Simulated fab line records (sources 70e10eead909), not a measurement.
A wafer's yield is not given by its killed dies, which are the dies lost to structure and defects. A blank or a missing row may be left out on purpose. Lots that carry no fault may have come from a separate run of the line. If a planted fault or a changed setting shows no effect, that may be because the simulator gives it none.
Which tool did it? / flow nand harc / 13 lots, 39 wafers sampled, at 6 steps of a route of 1302

## WHAT THE GAUGES SHOWED, per wafer
NHARC_A_CHANNEL_FILL_D1_INSPECT_13.
lot=L132; measured=day 10 20:20; on=defect inspect-01; raw defect count=217 240 267
lot=L133; measured=day 11 21:02; on=defect inspect-02; raw defect count=581 407 265
lot=L138; measured=day 13 08:27; on=defect inspect-01; raw defect count=113 156 233
lot=L144; measured=day 16 21:16; on=defect inspect-02; raw defect count=567 515 474
lot=L145; measured=day 17 11:32; on=defect inspect-02; raw defect count=320 360 395
lot=L149; measured=day 17 23:20; on=defect inspect-02; raw defect count=185 237 225
lot=L148; measured=day 17 23:28; on=defect inspect-01; raw defect count=196 145 189
lot=L150; measured=day 18 19:44; on=defect inspect-01; raw defect count=218 217 275
lot=L151; measured=day 19 17:00; on=defect inspect-02; raw defect count=209 294 177
lot=L152; measured=day 19 19:40; on=defect inspect-01; raw defect count=223 232 209
lot=L153; measured=day 20 00:37; on=defect inspect-02; raw defect count=445 184 347
lot=L154; measured=day 20 00:37; on=defect inspect-01; raw defect count=358 191 180
lot=L155; measured=day 20 14:41; on=defect inspect-02; raw defect count=331 295 285

NHARC_A_ONON_D2_THK_MEAS_05: measures by ellipsometry.
lot=L132; measured=day 12 07:08; on=film metro-01; thk nm (nm)=996 996 996
lot=L133; measured=day 13 11:47; on=film metro-01; thk nm (nm)=1009 1010 1009
lot=L138; measured=day 14 18:18; on=film metro-02; thk nm (nm)=981 984 983
lot=L144; measured=day 18 05:38; on=film metro-01; thk nm (nm)=1009 1008 1006
lot=L145; measured=day 19 03:06; on=film metro-01; thk nm (nm)=1004 1004 1006
lot=L149; measured=day 19 15:30; on=film metro-01; thk nm (nm)=1003 1003 1001
lot=L148; measured=day 19 15:31; on=film metro-02; thk nm (nm)=1008 1010 1010
lot=L150; measured=day 20 08:34; on=film metro-02; thk nm (nm)=987 986 986
lot=L151; measured=day 21 08:08; on=film metro-02; thk nm (nm)=1014 1016 1017
lot=L152; measured=day 21 08:09; on=film metro-01; thk nm (nm)=998 996 996
lot=L153; measured=day 21 13:36; on=film metro-02; thk nm (nm)=994 995 994
lot=L154; measured=day 21 13:35; on=film metro-01; thk nm (nm)=999 997 998
lot=L155; measured=day 22 01:39; on=film metro-01; thk nm (nm)=1019 1022 1021

NHARC_A_ONON_D2_THK_MEAS_27: measures by ellipsometry.
lot=L132; measured=day 12 20:52; on=film metro-01; thk nm (nm)=992 992 992
lot=L133; measured=day 13 22:18; on=film metro-02; thk nm (nm)=997 997 999
lot=L138; measured=day 15 05:03; on=film metro-01; thk nm (nm)=1003 1002 1003
lot=L144; measured=day 18 16:47; on=film metro-02; thk nm (nm)=992 992 993
lot=L145; measured=day 19 14:16; on=film metro-02; thk nm (nm)=999 999 999
lot=L149; measured=day 20 02:14; on=film metro-01; thk nm (nm)=1004 1004 1004
lot=L148; measured=day 20 02:14; on=film metro-02; thk nm (nm)=991 990 991
lot=L150; measured=day 20 19:18; on=film metro-02; thk nm (nm)=1007 1005 1006
lot=L151; measured=day 21 19:40; on=film metro-02; thk nm (nm)=989 991 990
lot=L152; measured=day 21 19:31; on=film metro-01; thk nm (nm)=1002 1000 1002
lot=L153; measured=day 22 00:45; on=film metro-02; thk nm (nm)=1007 1009 1008
lot=L154; measured=day 22 00:43; on=film metro-01; thk nm (nm)=994 998 996
lot=L155; measured=day 22 14:37; on=film metro-01; thk nm (nm)=1007 1006 1005

NHARC_A_ONON_D2_THK_MEAS_34: measures by ellipsometry.
lot=L132; measured=day 12 21:54; on=film metro-02; thk nm (nm)=195.9 196.3 200.5
lot=L133; measured=day 13 23:19; on=film metro-02; thk nm (nm)=197.7 201.3 200.4
lot=L138; measured=day 15 06:06; on=film metro-02; thk nm (nm)=197.6 217.0 218.2
lot=L144; measured=day 18 17:50; on=film metro-02; thk nm (nm)=197.2 196.8 199.0
lot=L145; measured=day 19 15:17; on=film metro-01; thk nm (nm)=193.3 195.0 197.0
lot=L149; measured=day 20 03:16; on=film metro-01; thk nm (nm)=201.2 202.5 204.0
lot=L148; measured=day 20 03:17; on=film metro-02; thk nm (nm)=197.6 202.7 200.9
lot=L150; measured=day 20 20:29; on=film metro-02; thk nm (nm)=202.6 202.5 199.3
lot=L151; measured=day 21 20:42; on=film metro-01; thk nm (nm)=199.4 198.6 196.1
lot=L152; measured=day 21 20:42; on=film metro-02; thk nm (nm)=198.9 198.3 201.1
lot=L153; measured=day 22 01:54; on=film metro-01; thk nm (nm)=196.4 201.1 202.6
lot=L154; measured=day 22 01:53; on=film metro-02; thk nm (nm)=198.2 204.6 202.2
lot=L155; measured=day 22 15:38; on=film metro-02; thk nm (nm)=202.2 203.8 204.8

NHARC_END_SORT_01.
lot=L132; measured=day 24 15:04; on=prober-02; killed at array=51 86 83; killed at other=0 0 0; killed at periphery=1 2 2; killed dies=52 88 85; killed open=4 5 3; killed short=1 4 0
lot=L133; measured=day 25 01:04; on=prober-02; killed at array=66 37 56; killed at other=0 0 0; killed at periphery=4 5 0; killed dies=70 42 56; killed open=4 4 1; killed short=4 2 6
lot=L138; measured=day 26 17:29; on=prober-02; killed at array=32 32 23; killed at other=0 1 0; killed at periphery=6 3 1; killed dies=38 36 24; killed open=2 4 3; killed short=4 1 1
lot=L148; measured=day 31 14:28; on=prober-02; killed at array=49 39 41; killed at other=0 0 0; killed at periphery=5 2 1; killed dies=54 41 42; killed open=5 5 5; killed short=3 2 1
lot=L152; measured=day 33 03:11; on=prober-02; killed at array=75 65 67; killed at other=0 2 0; killed at periphery=0 2 5; killed dies=75 69 72; killed open=1 1 3; killed short=1 3 4

## EACH LOT AND THE TOOL THAT RAN IT (in order: tool; ch and the chambers of the sampled wafers; start)
lot=L132; NHARC_A_ONON_D2_DEP_33=pecvd-02 ch 0,1,2, day 12 21:32
lot=L133; NHARC_A_ONON_D2_DEP_33=pecvd-02 ch 0,2, day 13 22:55
lot=L138; NHARC_A_ONON_D2_DEP_33=pecvd-04 ch 1,2, day 15 05:41
lot=L144; NHARC_A_ONON_D2_DEP_33=pecvd-02 ch 0,1,2, day 18 17:30
lot=L145; NHARC_A_ONON_D2_DEP_33=pecvd-03 ch 0,1,2, day 19 14:53
lot=L149; NHARC_A_ONON_D2_DEP_33=pecvd-03 ch 1,2, day 20 02:51
lot=L148; NHARC_A_ONON_D2_DEP_33=pecvd-02 ch 1,2, day 20 02:55
lot=L150; NHARC_A_ONON_D2_DEP_33=pecvd-02 ch 0,2, day 20 20:04
lot=L151; NHARC_A_ONON_D2_DEP_33=pecvd-03 ch 0,1,2, day 21 20:17
lot=L152; NHARC_A_ONON_D2_DEP_33=pecvd-04 ch 0,2, day 21 20:09
lot=L153; NHARC_A_ONON_D2_DEP_33=pecvd-03 ch 0,1, day 22 01:35
lot=L154; NHARC_A_ONON_D2_DEP_33=pecvd-04 ch 0, day 22 01:20
lot=L155; NHARC_A_ONON_D2_DEP_33=pecvd-04 ch 0,2, day 22 15:14
- NHARC_A_ONON_D2_DEP_33: deposits SiO2, target thk 200 nm.

## AS READ BY THE TOOLS THEMSELVES (means over the sampled wafers that have a number; for cases with no such wafer, the mark the record gives instead)
NHARC_A_ONON_D2_DEP_33.
lot=L132; tool=pecvd-02; heater power w (W)=490; rf fwd power W (W)=900.0; showerhead vpp V (V)=1896; throttle valve pct (%)=15.8
lot=L133; tool=pecvd-02; heater power w (W)=600; rf fwd power W (W)=897.5; showerhead vpp V (V)=1883; throttle valve pct (%)=15.9
lot=L138; tool=pecvd-04; heater power w (W)=388; rf fwd power W (W)=1140.8; showerhead vpp V (V)=2019; throttle valve pct (%)=16.3
lot=L144; tool=pecvd-02; heater power w (W)=499; rf fwd power W (W)=899.9; showerhead vpp V (V)=1902; throttle valve pct (%)=16.4
lot=L145; tool=pecvd-03; heater power w (W)=567; rf fwd power W (W)=897.8; showerhead vpp V (V)=1826; throttle valve pct (%)=15.8
lot=L149; tool=pecvd-03; heater power w (W)=544; rf fwd power W (W)=899.6; showerhead vpp V (V)=1791; throttle valve pct (%)=15.6
lot=L148; tool=pecvd-02; heater power w (W)=534; rf fwd power W (W)=900.5; showerhead vpp V (V)=1899; throttle valve pct (%)=16.2
lot=L150; tool=pecvd-02; heater power w (W)=497; rf fwd power W (W)=895.9; showerhead vpp V (V)=1888; throttle valve pct (%)=16.6
lot=L151; tool=pecvd-03; heater power w (W)=568; rf fwd power W (W)=896.9; showerhead vpp V (V)=1827; throttle valve pct (%)=15.9
lot=L152; tool=pecvd-04; heater power w (W)=516; rf fwd power W (W)=898.0; showerhead vpp V (V)=1713; throttle valve pct (%)=16.3
lot=L153; tool=pecvd-03; heater power w (W)=550; rf fwd power W (W)=898.4; showerhead vpp V (V)=1854; throttle valve pct (%)=16.2
lot=L154; tool=pecvd-04; heater power w (W)=564; rf fwd power W (W)=899.6; showerhead vpp V (V)=1677; throttle valve pct (%)=16.5
lot=L155; tool=pecvd-04; heater power w (W)=475; rf fwd power W (W)=897.9; showerhead vpp V (V)=1746; throttle valve pct (%)=16.3

## THE ANSWER, worked out from the rows above alone
Rule: the usual values come from the lots themselves. The widest of any qualifying gaps counts: lots, ordered by their means at a reading, are off when they make up no more than a third of the lots, leave a main group of 4 or more, and stand apart from it by 3 or more times the standard deviation of that group's means. A main group whose means are all the same, to the digits that the tables above print for the reading, isn't used. Also off: a lot with no number at a reading for which 4 or more lots have one. All remaining lots with rows at the step are treated as sound. The gauges are gone through in route order, then the tools' own readings, and for those a lot's mean is taken as printed above. At the first step where some lot is off, the reading lying furthest off is the one used; lots without a number count as furthest.
Off: L138 (NHARC_A_ONON_D2_THK_MEAS_34, thk nm). The main group: mean 199.8 nm, standard deviation 2.3.
If a tool, at a process step before that reading, ran all the lots that are off and no sound lot after the first of them, it fits. Not tried: the gauges at NHARC_A_ONON_D2_THK_MEAS_34; whatever is off there is also off at NHARC_A_ONON_D2_DEP_33, on other tools, and gauge error can't account for it. None of those tried fits.

## WHAT THE SIMULATOR PUT IN
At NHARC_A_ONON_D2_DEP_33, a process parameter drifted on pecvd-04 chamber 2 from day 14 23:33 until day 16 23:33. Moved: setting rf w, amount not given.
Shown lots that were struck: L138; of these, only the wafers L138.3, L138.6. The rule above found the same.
